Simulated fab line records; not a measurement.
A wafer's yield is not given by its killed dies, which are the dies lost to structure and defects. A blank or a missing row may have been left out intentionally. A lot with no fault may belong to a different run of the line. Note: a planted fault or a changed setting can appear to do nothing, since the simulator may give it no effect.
Matching of chambers :: flow nand_harc :: NHARC_A_CHANNEL_FILL_D2_CMP_10 on cmp-04: 4 sister chambers
The step polishes, target thk 150 nm. 4 wafers are shown with their chamber, then 9 later ones without.

## WAFERS WITH THEIR CHAMBER
wafer: L083.5
chamber: 3
retaining_ring_pressure_frac: 0.998

wafer: L086.1
chamber: 2
retaining_ring_pressure_frac: 0.992

wafer: L086.5
chamber: 0
retaining_ring_pressure_frac: 1.004

wafer: L086.6
chamber: 1
retaining_ring_pressure_frac: 1.008

## WAFERS WITH NO CHAMBER GIVEN
wafer: L091.3
retaining_ring_pressure_frac: 1.000

wafer: L091.5
retaining_ring_pressure_frac: 1.004

wafer: L091.6
retaining_ring_pressure_frac: 1.002

wafer: L092.2
retaining_ring_pressure_frac: 1.001

wafer: L092.4
retaining_ring_pressure_frac: 1.003

wafer: L092.5
retaining_ring_pressure_frac: 1.000

wafer: L097.2
retaining_ring_pressure_frac: 1.006

wafer: L097.3
retaining_ring_pressure_frac: 1.001

wafer: L097.6
retaining_ring_pressure_frac: 0.998

## WHICH CHAMBER EACH WENT THROUGH
wafer: L091.3
from the rows above: can't be placed: 3 or 0
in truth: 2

wafer: L091.5
from the rows above: 0
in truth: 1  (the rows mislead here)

wafer: L091.6
from the rows above: can't be placed: 0 or 3
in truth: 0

wafer: L092.2
from the rows above: can't be placed: 3 or 0
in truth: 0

wafer: L092.4
from the rows above: 0
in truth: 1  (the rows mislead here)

wafer: L092.5
from the rows above: can't be placed: 3 or 0
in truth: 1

wafer: L097.2
from the rows above: can't be placed: 0 or 1
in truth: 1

wafer: L097.3
from the rows above: can't be placed: 3 or 0
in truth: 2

wafer: L097.6
from the rows above: 3
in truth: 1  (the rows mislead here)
Placed correctly: 0 of 9. Can't be placed from these rows: 6 (the true chamber is among the candidates in 3). Placed wrongly: 3.
How it was worked out, from the rows above alone: a wafer's distance from a chamber is the root of the sum, over the readings, of the square of ((its reading less the chamber's mean) divided by the reading's scatter). If the next closest chamber is less than 2 further off than the closest, the wafer can't be placed; otherwise it belongs to the closest. For every chamber, the mean is computed from those of its wafers that are shown. The scatter (one wafer shown for each chamber): square how far every hidden wafer sits from the nearest shown wafer, average those squares and take the square root.
